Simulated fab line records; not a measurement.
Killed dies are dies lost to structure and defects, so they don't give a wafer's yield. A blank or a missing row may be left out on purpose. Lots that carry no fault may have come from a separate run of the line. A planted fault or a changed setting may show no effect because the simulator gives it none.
Which tool was responsible?    flow nandHarc    13 lots with 39 wafers sampled at 5 steps, on a route of 1302 steps

== WHAT THE GAUGES SHOWED, per wafer ==
NHARC_A_BONDPAD_CD_MEAS_13.
lot   measured      on        cdNm (nm)
L750  day 23 07:20  cdSem-02  498.2 496.9 500.3
L752  day 23 13:59  cdSem-01  500.7 500.8 500.4
L754  day 24 14:26  cdSem-01  502.3 502.6 503.0
L756  day 25 14:13  cdSem-02  499.4 499.9 498.8
L757  day 26 01:01  cdSem-01  501.6 501.5 501.0
L759  day 27 02:43  cdSem-01  497.8 497.8 499.7
L761  day 27 09:39  cdSem-02  498.9 498.2 497.6
L763  day 28 13:13  cdSem-02  497.8 497.7 500.0
L765  day 29 00:24  cdSem-02  498.4 497.6 496.9
L767  day 30 13:52  cdSem-03  497.7 498.3 499.5
L771  day 31 21:38  cdSem-01  501.6 502.1 502.5
L772  day 32 02:05  cdSem-02  496.7 499.2 499.9
L773  day 33 01:20  cdSem-03  496.2 498.2 496.5

NHARC_END_SORT_01.
lot   measured      on         killedAtArray  killedAtOther  killedAtPeriphery  killedDies   killedOpen  killedShort
L772  day 34 02:25  prober-01  141 127 129    0 1 0          2 2 4              143 130 133  4 2 2       5 1 1
L773  day 34 11:21  prober-02  124 129 69     0 0 0          7 0 7              131 129 76   2 2 4       1 2 3

== EACH LOT AND THE TOOL THAT RAN IT (in order: tool; ch and the chambers of the sampled wafers; start) ==
lot   NHARC_A_BLC_ETCH_16                NHARC_THIN_TSV_ANNEAL_52         NHARC_THIN_TSV_ETCH_36
L750  rieDiel-07 ch 0,2,3, day 22 18:29  rtpAnneal-02 ch 0, day 24 02:33  rieMetal-03 ch 0,1, day 24 05:03
L752  rieDiel-07 ch 2,3, day 23 00:37    rtpAnneal-02 ch 0, day 24 12:54  rieMetal-02 ch 0,1, day 24 15:11
L754  rieDiel-06 ch 0,2, day 24 01:31    rtpAnneal-01 ch 0, day 25 09:09  rieMetal-01 ch 1, day 25 11:38
L756  rieDiel-07 ch 0,1,3, day 25 01:07  rtpAnneal-02 ch 0, day 26 09:26  rieMetal-03 ch 0,1, day 26 11:56
L757  rieDiel-03 ch 2,3, day 25 11:53    rtpAnneal-01 ch 0, day 26 19:31  rieMetal-01 ch 0,1, day 26 21:52
L759  rieDiel-03 ch 1,2,3, day 26 13:16  rtpAnneal-01 ch 0, day 27 22:15  rieMetal-01 ch 0,1, day 28 00:41
L761  rieDiel-03 ch 0,1,3, day 26 20:10  rtpAnneal-02 ch 0, day 28 04:56  rieMetal-02 ch 0,1, day 28 07:28
L763  rieDiel-07 ch 1,2,3, day 28 00:08  rtpAnneal-02 ch 0, day 29 06:14  rieMetal-01 ch 0,1, day 29 08:34
L765  rieDiel-07 ch 2,3, day 28 11:08    rtpAnneal-02 ch 0, day 29 19:24  rieMetal-01 ch 0,1, day 29 21:53
L767  rieDiel-03 ch 0,2,3, day 30 00:53  rtpAnneal-01 ch 0, day 31 08:14  rieMetal-03 ch 0,1, day 31 10:44
L771  rieDiel-03 ch 1,2,3, day 31 08:37  rtpAnneal-01 ch 0, day 33 00:50  rieMetal-03 ch 0,1, day 33 03:20
L772  rieDiel-03 ch 0,2, day 31 13:08    rtpAnneal-02 ch 0, day 33 11:05  rieMetal-03 ch 0,1, day 33 13:22
L773  rieDiel-03 ch 0,1,2, day 31 21:35  rtpAnneal-02 ch 0, day 33 23:17  rieMetal-02 ch 0,1, day 34 01:41
- NHARC_A_BLC_ETCH_16: etches the open film in CF4, target depth 39 nm, time 65 s.
- NHARC_THIN_TSV_ANNEAL_52: time 90 s.
- NHARC_THIN_TSV_ETCH_36: etches the open film in Cl2/BCl3, target depth 65 nm, time 18.571 s.

== WHAT THE TOOLS THEMSELVES READ (means of the sampled wafers that have a number; where no wafer has one, the mark that the record gives instead) ==
NHARC_A_BLC_ETCH_16.
lot   tool        drypumpMotorCurrentA (A)  mfcArSccm (sccm)  oesProductAu (a.u.)  rfVppV (V)  showerheadPlenumPTorr (Torr)  throttleValvePct (%)
L750  rieDiel-07  5.3                       0.007             0.995                151.7       1.77                          13.282
L752  rieDiel-07  5.2                       0.004             0.997                151.5       1.77                          13.283
L754  rieDiel-06  6.1                       0.011             1.005                151.7       1.76                          13.288
L756  rieDiel-07  5.5                       0.016             0.991                151.8       1.79                          13.289
L757  rieDiel-03  5.4                       0.001             1.003                151.5       1.72                          13.283
L759  rieDiel-03  5.6                       0.001             1.004                151.4       1.77                          13.289
L761  rieDiel-03  5.9                       0.000             0.997                152.3       1.75                          13.278
L763  rieDiel-07  5.5                       0.013             0.997                151.9       1.79                          13.282
L765  rieDiel-07  5.2                       0.004             1.000                150.6       1.77                          13.286
L767  rieDiel-03  5.7                       0.001             0.998                150.8       1.70                          13.284
L771  rieDiel-03  5.6                       0.001             1.006                151.9       1.77                          13.276
L772  rieDiel-03  5.9                       0.001             0.995                150.1       1.69                          13.287
L773  rieDiel-03  5.9                       0.001             1.002                150.4       1.76                          13.281

NHARC_THIN_TSV_ANNEAL_52.
lot   tool          wafer_temp_C_max
L750  rtpAnneal-02  225.84
L752  rtpAnneal-02  225.85
L754  rtpAnneal-01  226.23
L756  rtpAnneal-02  225.77
L757  rtpAnneal-01  226.10
L759  rtpAnneal-01  226.26
L761  rtpAnneal-02  225.91
L763  rtpAnneal-02  225.64
L765  rtpAnneal-02  225.79
L767  rtpAnneal-01  226.24
L771  rtpAnneal-01  226.22
L772  rtpAnneal-02  225.65
L773  rtpAnneal-02  225.62

NHARC_THIN_TSV_ETCH_36.
lot   tool         drypumpMotorCurrentA (A)  oesProductAu (a.u.)
L750  rieMetal-03  6.01                      0.985
L752  rieMetal-02  5.65                      1.013
L754  rieMetal-01  6.02                      1.007
L756  rieMetal-03  5.99                      1.005
L757  rieMetal-01  5.97                      1.009
L759  rieMetal-01  5.96                      1.011
L761  rieMetal-02  5.56                      1.001
L763  rieMetal-01  5.96                      1.005
L765  rieMetal-01  5.89                      1.001
L767  rieMetal-03  5.83                      1.001
L771  rieMetal-03  5.85                      0.989
L772  rieMetal-03  5.84                      0.984
L773  rieMetal-02  5.61                      1.005

== THE ANSWER, worked out from the rows above alone ==
Rule: the usual values come from the lots themselves. Put in order of their means at a reading, lots are off if they are a third of the lots or fewer, leave a main group of 4 or more, and stand apart from it by a gap of 3 or more times the standard deviation of the main group's means; of several such gaps the widest counts. If all means in a main group match to the digits the tables above print for the reading, that group is not used. Also off: a lot with no number at a reading for which 4 or more lots have one. The other lots that the step has rows for count as sound. First the gauges in route order, then the tools' own readings, where a lot's mean is used as printed above. The first step at which some lot is off is used, and at that step the reading that is off furthest; a lot without a number counts as furthest.
Across all readings shown, no lot is off: no conclusion can be drawn from this.

== WHAT HAD BEEN PUT IN BY THE SIMULATOR ==
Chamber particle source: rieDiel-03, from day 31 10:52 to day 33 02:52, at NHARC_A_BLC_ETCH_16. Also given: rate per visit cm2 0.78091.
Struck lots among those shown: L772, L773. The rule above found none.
